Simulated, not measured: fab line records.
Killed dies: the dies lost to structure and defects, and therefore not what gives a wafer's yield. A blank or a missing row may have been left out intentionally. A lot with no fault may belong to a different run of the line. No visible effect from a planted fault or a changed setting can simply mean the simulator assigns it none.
Matching of chambers    flow n5Finfet    rieDiel-04 running N5_STI_FIN_REVEAL_STRIP_24: 4 sister chambers
The step strips in N2/H2, time 90 s. 8 wafers are shown with their chamber, then 11 later ones without.

== EACH WAFER AND ITS CHAMBER ==
wafer   chamber  drypumpMotorCurrentA (A)  showerheadPlenumPTorr (Torr)
L080.3  2        4.9                       3.40
L080.5  0        5.8                       3.31
L083.2  2        4.9                       3.40
L083.3  1        6.3                       3.47
L085.1  3        6.5                       3.48
L085.2  1        6.3                       3.47
L085.3  0        5.8                       3.31
L086.3  3        6.6                       3.47

== WAFERS MISSING THEIR CHAMBER ==
wafer   drypumpMotorCurrentA (A)  showerheadPlenumPTorr (Torr)
L086.4  6.4                       3.47
L086.5  4.9                       3.40
L092.1  6.6                       3.47
L092.4  4.9                       3.40
L092.6  6.4                       3.47
L095.2  4.9                       3.39
L095.3  6.4                       3.46
L095.5  5.8                       3.30
L096.2  6.4                       3.46
L096.3  4.9                       3.39
L096.4  5.8                       3.30

== THE CHAMBER EACH PASSED THROUGH ==
wafer   from the rows above      in truth
L086.4  can't be placed: 1 or 3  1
L086.5  2                        2
L092.1  3                        3
L092.4  2                        2
L092.6  can't be placed: 1 or 3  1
L095.2  2                        2
L095.3  can't be placed: 1 or 3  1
L095.5  0                        0
L096.2  can't be placed: 1 or 3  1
L096.3  2                        2
L096.4  0                        0
Correct placement for 7 of the 11. Not placeable from these rows: 4 (in 4, the candidates include the true chamber). Number placed wrongly: 0.
How it was worked out, from the rows above alone: a wafer's distance from a chamber is the root of the sum, over the readings, of the square of ((its reading less the chamber's mean) divided by the reading's scatter). The wafer belongs to the nearest chamber; if the next one is less than 2 further off, it can't be placed. For every chamber, the mean is computed from those of its wafers that are shown. The scatter is the square root of a quotient: the sum, over the shown wafers, of each reading's squared deviation from its chamber's mean, divided by wafers minus chambers.
